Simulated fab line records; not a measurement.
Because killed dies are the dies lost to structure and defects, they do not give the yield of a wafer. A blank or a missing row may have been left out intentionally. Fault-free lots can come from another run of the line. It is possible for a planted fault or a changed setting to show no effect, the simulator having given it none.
Chamber matching / flow nand_harc / 4 sister chambers for NHARC_A_CHANNEL_FILL_D2_ETCHBACK_19 on rie_si-05
The step etches the open film in HBr/Cl2, target depth 5 nm, time 1.7 s. 8 wafers are shown with their chamber, then 9 later ones without.

== WAFERS PAIRED WITH THEIR CHAMBERS ==
wafer=L083.1; chamber=1; drypump_motor_current_A (A)=6.2; throttle_valve_pct (%)=26.406
wafer=L083.6; chamber=0; drypump_motor_current_A (A)=5.7; throttle_valve_pct (%)=26.407
wafer=L084.3; chamber=1; drypump_motor_current_A (A)=6.2; throttle_valve_pct (%)=26.402
wafer=L084.5; chamber=0; drypump_motor_current_A (A)=5.8; throttle_valve_pct (%)=26.407
wafer=L084.6; chamber=3; drypump_motor_current_A (A)=5.1; throttle_valve_pct (%)=26.390
wafer=L091.2; chamber=2; drypump_motor_current_A (A)=5.9; throttle_valve_pct (%)=26.402
wafer=L091.5; chamber=3; drypump_motor_current_A (A)=5.0; throttle_valve_pct (%)=26.418
wafer=L091.6; chamber=2; drypump_motor_current_A (A)=5.9; throttle_valve_pct (%)=26.413

== WAFERS MISSING THEIR CHAMBER ==
wafer=L093.1; drypump_motor_current_A (A)=5.7; throttle_valve_pct (%)=26.400
wafer=L093.3; drypump_motor_current_A (A)=6.2; throttle_valve_pct (%)=26.404
wafer=L093.6; drypump_motor_current_A (A)=5.9; throttle_valve_pct (%)=26.395
wafer=L096.1; drypump_motor_current_A (A)=5.0; throttle_valve_pct (%)=26.405
wafer=L096.2; drypump_motor_current_A (A)=5.9; throttle_valve_pct (%)=26.405
wafer=L096.3; drypump_motor_current_A (A)=5.7; throttle_valve_pct (%)=26.412
wafer=L096.4; drypump_motor_current_A (A)=6.2; throttle_valve_pct (%)=26.404
wafer=L096.5; drypump_motor_current_A (A)=5.9; throttle_valve_pct (%)=26.417
wafer=L096.6; drypump_motor_current_A (A)=6.2; throttle_valve_pct (%)=26.397

== WHICH CHAMBER EACH WENT THROUGH ==
wafer=L093.1; from the rows above=0; in truth=0
wafer=L093.3; from the rows above=1; in truth=1
wafer=L093.6; from the rows above=2; in truth=2
wafer=L096.1; from the rows above=3; in truth=3
wafer=L096.2; from the rows above=2; in truth=2
wafer=L096.3; from the rows above=0; in truth=0
wafer=L096.4; from the rows above=1; in truth=1
wafer=L096.5; from the rows above=2; in truth=2
wafer=L096.6; from the rows above=1; in truth=1
Placed correctly: 9 of 9. From these rows, 0 cannot be placed. Number placed wrongly: 0.
How it was worked out, from the rows above alone: a wafer's distance from a chamber is the root of the sum, over the readings, of the square of ((its reading less the chamber's mean) divided by the reading's scatter). The wafer belongs to the nearest chamber; if the next one is less than 2 further off, it can't be placed. For every chamber, the mean is computed from those of its wafers that are shown. The scatter: take each reading less its chamber's mean, square it, sum over the shown wafers, divide by the number of wafers less the number of chambers, and take the root.
